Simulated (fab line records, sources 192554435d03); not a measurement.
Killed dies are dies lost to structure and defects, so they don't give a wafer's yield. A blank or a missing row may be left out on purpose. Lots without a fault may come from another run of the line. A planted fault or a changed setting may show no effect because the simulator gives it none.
Chamber matching | flow n5_finfet | N5_GATE_CUT_ETCH_58 on rie_diel-03: 4 sister chambers
The step etches SiNx in CH3F/O2, target depth 17 nm, time 128.6 s. 8 wafers are shown with their chamber, then 10 later ones without.

WAFERS WITH THEIR CHAMBER
wafer  | chamber | drypump_motor_current_A (A) | showerhead_plenum_p_Torr (Torr)
L083.1 | 3       | 5.15                        | 2.05
L086.3 | 1       | 5.28                        | 2.14
L086.5 | 1       | 5.29                        | 2.14
L088.3 | 0       | 5.92                        | 1.98
L088.5 | 2       | 5.27                        | 1.98
L088.6 | 3       | 5.16                        | 2.05
L090.2 | 0       | 5.93                        | 1.98
L090.3 | 2       | 5.23                        | 1.97

WAFERS WITHOUT THEIR CHAMBER
wafer  | drypump_motor_current_A (A) | showerhead_plenum_p_Torr (Torr)
L090.4 | 5.15                        | 2.05
L091.1 | 5.95                        | 1.98
L091.2 | 5.28                        | 2.13
L091.4 | 5.15                        | 2.05
L094.1 | 5.28                        | 2.13
L094.4 | 5.29                        | 1.97
L094.5 | 5.93                        | 1.98
L096.1 | 5.93                        | 1.98
L096.3 | 5.25                        | 1.97
L096.4 | 5.27                        | 2.13

WHICH CHAMBER EACH WENT THROUGH
wafer  | from the rows above | in truth
L090.4 | 3                   | 3
L091.1 | 0                   | 0
L091.2 | 1                   | 1
L091.4 | 3                   | 3
L094.1 | 1                   | 1
L094.4 | 2                   | 2
L094.5 | 0                   | 0
L096.1 | 0                   | 0
L096.3 | 2                   | 2
L096.4 | 1                   | 1
Placed correctly: 10 of 10. Can't be placed from these rows: 0. Placed wrongly: 0.
How it was worked out, from the rows above alone: a wafer's distance from a chamber is the root of the sum, over the readings, of the square of ((its reading less the chamber's mean) divided by the reading's scatter). The wafer belongs to the nearest chamber; if the next one is less than 2 further off, it can't be placed. A chamber's mean is the mean of its shown wafers. The scatter: the root of (the sum of the squares of (reading less its chamber's mean) over the shown wafers, divided by (wafers less chambers)).
